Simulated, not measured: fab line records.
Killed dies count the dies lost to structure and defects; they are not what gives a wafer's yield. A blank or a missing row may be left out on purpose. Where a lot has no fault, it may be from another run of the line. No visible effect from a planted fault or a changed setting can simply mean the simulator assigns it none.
Which tool did it? | flow n5 finfet | 24 lots, 72 wafers sampled, at 5 steps of a route of 1938

WHAT THE GAUGES SHOWED, per wafer
N5_MOL_CONTACT_COAG_INSPECT_42: inspects for defects (brightfield).
lot  | measured     | on                | raw defect count
L074 | day 5 08:07  | defect inspect-02 | 157 233 216
L075 | day 5 14:14  | defect inspect-01 | 185 166 185
L076 | day 5 14:59  | defect inspect-01 | 189 149 190
L077 | day 5 20:46  | defect inspect-01 | 154 222 242
L078 | day 6 03:45  | defect inspect-02 | 207 229 234
L079 | day 6 11:31  | defect inspect-02 | 97 151 116
L080 | day 6 17:16  | defect inspect-02 | 175 204 172
L081 | day 6 22:14  | defect inspect-01 | 142 215 144
L082 | day 7 02:54  | defect inspect-02 | 155 131 81
L083 | day 7 10:59  | defect inspect-02 | 305 195 216
L084 | day 7 14:22  | defect inspect-01 | 156 195 127
L085 | day 7 20:53  | defect inspect-01 | 259 188 219
L086 | day 8 06:28  | defect inspect-02 | 182 240 147
L087 | day 8 13:17  | defect inspect-02 | 221 108 208
L088 | day 8 14:52  | defect inspect-02 | 175 214 175
L089 | day 9 07:12  | defect inspect-02 | 145 212 192
L090 | day 9 08:12  | defect inspect-01 | 196 231 201
L091 | day 10 02:28 | defect inspect-02 | 188 223 177
L092 | day 10 02:54 | defect inspect-01 | 134 153 166
L093 | day 10 07:48 | defect inspect-02 | 225 143 222
L094 | day 10 14:42 | defect inspect-02 | 199 156 128
L095 | day 10 18:07 | defect inspect-01 | 284 201 311
L096 | day 11 01:26 | defect inspect-01 | 167 192 162
L097 | day 11 02:11 | defect inspect-02 | 129 156 160

N5_BEOL_M0_SAQP_OVL_MEAS_41.
lot  | measured     | on         | M0_CUT1_OVL (nm)
L074 | day 5 20:15  | overlay-02 | -0.7 -0.6 -1.1
L075 | day 6 01:30  | overlay-02 | 0.8 0.4 1.0
L076 | day 6 04:31  | overlay-02 | -0.3 0.5 0.0
L077 | day 6 07:28  | overlay-02 | -0.5 -0.3 0.2
L078 | day 6 17:26  | overlay-01 | -1.0 -1.0 -1.6
L079 | day 6 23:49  | overlay-02 | 0.8 0.4 -0.1
L080 | day 7 05:44  | overlay-01 | 1.1 1.5 0.6
L081 | day 7 09:58  | overlay-02 | 0.8 0.7 0.2
L082 | day 7 15:03  | overlay-02 | 1.4 1.2 1.4
L083 | day 7 21:35  | overlay-01 | 0.2 -0.4 -0.6
L084 | day 8 02:02  | overlay-02 | 0.6 0.1 -0.5
L085 | day 8 12:06  | overlay-02 | -0.2 -0.4 -0.8
L086 | day 8 18:10  | overlay-01 | 0.3 1.3 0.6
L087 | day 9 00:52  | overlay-01 | 0.1 -0.3 0.3
L088 | day 9 04:58  | overlay-01 | -0.4 -0.5 0.7
L089 | day 9 17:50  | overlay-01 | 0.9 0.3 0.1
L090 | day 10 00:30 | overlay-02 | 0.3 -0.4 0.2
L091 | day 10 13:12 | overlay-01 | -0.4 0.2 -0.1
L092 | day 10 18:08 | overlay-02 | -0.1 0.4 0.3
L093 | day 10 22:16 | overlay-01 | 0.5 1.3 1.5
L094 | day 11 01:11 | overlay-01 | 0.0 -0.9 0.1
L095 | day 11 04:15 | overlay-02 | 0.5 -0.6 0.5
L096 | day 11 12:32 | overlay-01 | -0.1 0.8 -0.1
L097 | day 11 16:40 | overlay-01 | 0.8 -0.1 -0.4

WHAT TOOL EACH LOT RAN ON (gives the tool, then ch and the chambers of the sampled wafers, and finally the start)
lot  | N5_MOL_CONTACT_COAG_ETCHBACK_135   | N5_MOL_CONTACT_COAG_STRIP_96       | N5_BEOL_M0_SAQP_SPACER2_ALD_26
L074 | rie diel-01 ch 0,2,3, day 5 07:21  | rie diel-01 ch 0,2,3, day 5 07:27  | ald sin-01 ch 2,3, day 5 18:58
L075 | rie diel-04 ch 0,2, day 5 13:20    | rie diel-04 ch 0,2, day 5 13:26    | ald sin-03 ch 0,1,2, day 6 00:25
L076 | rie diel-05 ch 0,1,2, day 5 14:13  | rie diel-05 ch 0,1,2, day 5 14:19  | ald sin-01 ch 0,1,2, day 6 03:10
L077 | rie diel-04 ch 0,1, day 5 19:59    | rie diel-04 ch 0,1, day 5 20:05    | ald sin-04 ch 0,2,3, day 6 06:12
L078 | rie diel-05 ch 1,2,3, day 6 02:58  | rie diel-05 ch 1,2,3, day 6 03:04  | ald sin-01 ch 0,2, day 6 16:16
L079 | rie diel-05 ch 1,3, day 6 10:37    | rie diel-05 ch 1,3, day 6 10:43    | ald sin-03 ch 0,2,3, day 6 22:36
L080 | rie diel-01 ch 0,1,2, day 6 16:29  | rie diel-01 ch 0,1,2, day 6 16:35  | ald sin-04 ch 2,3, day 7 04:31
L081 | rie diel-04 ch 2,3, day 6 21:19    | rie diel-04 ch 2,3, day 6 21:25    | ald sin-03 ch 1,2, day 7 08:53
L082 | rie diel-04 ch 0,2,3, day 7 01:56  | rie diel-04 ch 0,2,3, day 7 02:02  | ald sin-03 ch 0,1,3, day 7 13:50
L083 | rie diel-04 ch 2,3, day 7 09:59    | rie diel-04 ch 2,3, day 7 10:05    | ald sin-01 ch 0,1,3, day 7 20:22
L084 | rie diel-04 ch 0,1,3, day 7 13:33  | rie diel-04 ch 0,1,3, day 7 13:39  | ald sin-01 ch 0,2,3, day 8 00:56
L085 | rie diel-01 ch 0,1,3, day 7 20:07  | rie diel-01 ch 0,1,3, day 7 20:13  | ald sin-01 ch 1,2,3, day 8 11:00
L086 | rie diel-05 ch 0,1,2, day 8 05:34  | rie diel-05 ch 0,1,2, day 8 05:40  | ald sin-01 ch 0,1,3, day 8 16:49
L087 | rie diel-04 ch 2,3, day 8 12:24    | rie diel-04 ch 2,3, day 8 12:33    | ald sin-03 ch 2,3, day 8 23:39
L088 | rie diel-01 ch 0,1,2, day 8 14:05  | rie diel-01 ch 0,1,2, day 8 14:11  | ald sin-01 ch 0,1,3, day 9 03:46
L089 | rie diel-01 ch 0,3, day 8 21:43    | rie diel-01 ch 0,3, day 8 21:49    | ald sin-03 ch 1,3, day 9 16:44
L090 | rie diel-04 ch 0,2, day 9 04:31    | rie diel-04 ch 0,2, day 9 04:37    | ald sin-01 ch 0,2, day 9 23:17
L091 | rie diel-01 ch 0,1,3, day 10 01:41 | rie diel-01 ch 0,1,3, day 10 01:47 | ald sin-04 ch 0,1,2, day 10 12:04
L092 | rie diel-01 ch 1,3, day 10 02:08   | rie diel-01 ch 1,3, day 10 02:14   | ald sin-04 ch 1,3, day 10 17:03
L093 | rie diel-01 ch 0,1,3, day 10 07:01 | rie diel-01 ch 0,1,3, day 10 07:07 | ald sin-01 ch 0,2, day 10 21:03
L094 | rie diel-01 ch 1,2,3, day 10 13:48 | rie diel-01 ch 1,2,3, day 10 13:54 | ald sin-03 ch 0,1,2, day 10 23:59
L095 | rie diel-05 ch 1,2,3, day 10 17:12 | rie diel-05 ch 1,2,3, day 10 17:18 | ald sin-03 ch 1,2, day 11 03:02
L096 | rie diel-04 ch 2,3, day 11 00:40   | rie diel-04 ch 2,3, day 11 00:46   | ald sin-01 ch 1,3, day 11 11:16
L097 | rie diel-04 ch 0,1,2, day 11 01:17 | rie diel-04 ch 0,1,2, day 11 01:23 | ald sin-04 ch 1,3, day 11 14:46
- N5_MOL_CONTACT_COAG_ETCHBACK_135: etches SiO2 in CHF3, target depth 25 nm, time 16.7 s.
- N5_MOL_CONTACT_COAG_STRIP_96: strips in N2/H2.
- N5_BEOL_M0_SAQP_SPACER2_ALD_26: deposits SiO2, target thk 15 nm, pulse time 1 s, purge time 2 s.

AS READ BY THE TOOLS THEMSELVES (means over the sampled wafers that have a number; for cases with no such wafer, the mark the record gives instead)
N5_MOL_CONTACT_COAG_ETCHBACK_135.
lot  | tool        | drypump motor current A (A) | oes product au (a.u.) | rf vpp V (V) | showerhead plenum p Torr (Torr) | throttle valve pct (%)
L074 | rie diel-01 | 5.6                         | 0.81                  | 527          | 2.40                            | 18.75
L075 | rie diel-04 | 5.8                         | 0.71                  | 526          | 2.41                            | 18.94
L076 | rie diel-05 | 6.1                         | 0.79                  | 524          | 2.46                            | 18.78
L077 | rie diel-04 | 6.2                         | 0.69                  | 529          | 2.38                            | 18.89
L078 | rie diel-05 | 6.2                         | 0.79                  | 522          | 2.39                            | 18.83
L079 | rie diel-05 | 6.4                         | 0.80                  | 520          | 2.37                            | 18.67
L080 | rie diel-01 | 5.7                         | 0.78                  | 529          | 2.39                            | 18.74
L081 | rie diel-04 | 5.5                         | 0.89                  | 526          | 2.42                            | 18.72
L082 | rie diel-04 | 5.7                         | 0.78                  | 527          | 2.42                            | 18.83
L083 | rie diel-04 | 5.5                         | 0.80                  | 523          | 2.40                            | 18.89
L084 | rie diel-04 | 6.0                         | 0.76                  | 528          | 2.41                            | 18.79
L085 | rie diel-01 | 5.8                         | 0.81                  | 522          | 2.37                            | 18.85
L086 | rie diel-05 | 6.1                         | 0.78                  | 524          | 2.45                            | 18.80
L087 | rie diel-04 | 5.5                         | 0.85                  | 526          | 2.42                            | 18.75
L088 | rie diel-01 | 5.7                         | 0.77                  | 528          | 2.38                            | 18.77
L089 | rie diel-01 | 5.6                         | 0.80                  | 522          | 2.37                            | 18.89
L090 | rie diel-04 | 5.8                         | 0.78                  | 525          | 2.39                            | 18.86
L091 | rie diel-01 | 5.8                         | 0.78                  | 521          | 2.36                            | 18.88
L092 | rie diel-01 | 5.5                         | 0.75                  | 519          | 2.37                            | 18.95
L093 | rie diel-01 | 5.8                         | 0.78                  | 521          | 2.36                            | 18.87
L094 | rie diel-01 | 5.3                         | 0.83                  | 524          | 2.40                            | 18.77
L095 | rie diel-05 | 6.2                         | 0.76                  | 522          | 2.38                            | 18.87
L096 | rie diel-04 | 5.5                         | 0.82                  | 524          | 2.41                            | 18.78
L097 | rie diel-04 | 6.0                         | 0.85                  | 526          | 2.38                            | 18.71

N5_MOL_CONTACT_COAG_STRIP_96.
lot  | tool        | drypump motor current A (A) | oes product au (a.u.) | rf vpp V (V) | showerhead plenum p Torr (Torr) | throttle valve pct (%)
L074 | rie diel-01 | 5.6                         | 0.81                  | 122.0        | 3.38                            | 18.84
L075 | rie diel-04 | 5.8                         | 0.71                  | 121.4        | 3.38                            | 19.24
L076 | rie diel-05 | 6.1                         | 0.80                  | 122.9        | 3.47                            | 19.10
L077 | rie diel-04 | 6.3                         | 0.69                  | 120.9        | 3.36                            | 18.92
L078 | rie diel-05 | 6.3                         | 0.80                  | 121.4        | 3.37                            | 19.02
L079 | rie diel-05 | 6.4                         | 0.80                  | 121.4        | 3.34                            | 19.02
L080 | rie diel-01 | 5.7                         | 0.79                  | 122.2        | 3.36                            | 18.95
L081 | rie diel-04 | 5.5                         | 0.89                  | 123.3        | 3.41                            | 19.13
L082 | rie diel-04 | 5.8                         | 0.79                  | 123.1        | 3.41                            | 19.12
L083 | rie diel-04 | 5.5                         | 0.79                  | 121.4        | 3.37                            | 19.27
L084 | rie diel-04 | 6.0                         | 0.77                  | 121.0        | 3.39                            | 18.96
L085 | rie diel-01 | 5.8                         | 0.80                  | 121.7        | 3.34                            | 19.10
L086 | rie diel-05 | 6.1                         | 0.78                  | 121.6        | 3.46                            | 19.12
L087 | rie diel-04 | 5.5                         | 0.86                  | 121.6        | 3.41                            | 19.15
L088 | rie diel-01 | 5.8                         | 0.76                  | 120.0        | 3.35                            | 18.97
L089 | rie diel-01 | 5.6                         | 0.79                  | 122.3        | 3.35                            | 19.02
L090 | rie diel-04 | 5.8                         | 0.79                  | 121.6        | 3.37                            | 19.14
L091 | rie diel-01 | 5.8                         | 0.78                  | 120.4        | 3.33                            | 19.13
L092 | rie diel-01 | 5.5                         | 0.75                  | 121.0        | 3.35                            | 19.28
L093 | rie diel-01 | 5.8                         | 0.78                  | 120.8        | 3.33                            | 19.13
L094 | rie diel-01 | 5.3                         | 0.83                  | 122.7        | 3.38                            | 18.93
L095 | rie diel-05 | 6.2                         | 0.76                  | 120.9        | 3.35                            | 19.05
L096 | rie diel-04 | 5.6                         | 0.83                  | 123.0        | 3.39                            | 19.20
L097 | rie diel-04 | 6.0                         | 0.85                  | 120.8        | 3.35                            | 18.85

N5_BEOL_M0_SAQP_SPACER2_ALD_26.
lot  | tool       | heater power w (W) | precursor pulse height rel
L074 | ald sin-01 | 460                | 1.014
L075 | ald sin-03 | 442                | 1.007
L076 | ald sin-01 | 446                | 1.025
L077 | ald sin-04 | 507                | 1.010
L078 | ald sin-01 | 429                | 0.986
L079 | ald sin-03 | 426                | 0.997
L080 | ald sin-04 | 522                | 0.998
L081 | ald sin-03 | 454                | 0.988
L082 | ald sin-03 | 439                | 0.991
L083 | ald sin-01 | 472                | 0.999
L084 | ald sin-01 | 440                | 0.989
L085 | ald sin-01 | 468                | 1.026
L086 | ald sin-01 | 469                | 0.991
L087 | ald sin-03 | 437                | 1.011
L088 | ald sin-01 | 469                | 1.011
L089 | ald sin-03 | 451                | 1.015
L090 | ald sin-01 | 426                | 1.005
L091 | ald sin-04 | 500                | 1.010
L092 | ald sin-04 | 423                | 1.016
L093 | ald sin-01 | 420                | 1.002
L094 | ald sin-03 | 441                | 1.012
L095 | ald sin-03 | 455                | 1.012
L096 | ald sin-01 | 485                | 0.999
L097 | ald sin-04 | 429                | 0.991

THE ANSWER, worked out from the rows above alone
Rule: the lots themselves supply what counts as usual. The widest of any qualifying gaps counts: lots, ordered by their means at a reading, are off when they make up no more than a third of the lots, leave a main group of 4 or more, and stand apart from it by 3 or more times the standard deviation of that group's means. The tables above print the reading to a certain number of digits; a main group whose means all agree to those digits is not used. Also off: a lot with no number at a reading for which 4 or more lots have one. All remaining lots with rows at the step are treated as sound. First the gauges in route order, then the tools' own readings, where a lot's mean is used as printed above. The first step at which some lot is off is used, and at that step the reading that is off furthest; a lot without a number counts as furthest.
No lot is off at any reading shown: from this, nothing can be told.

WHAT HAD BEEN PUT IN BY THE SIMULATOR
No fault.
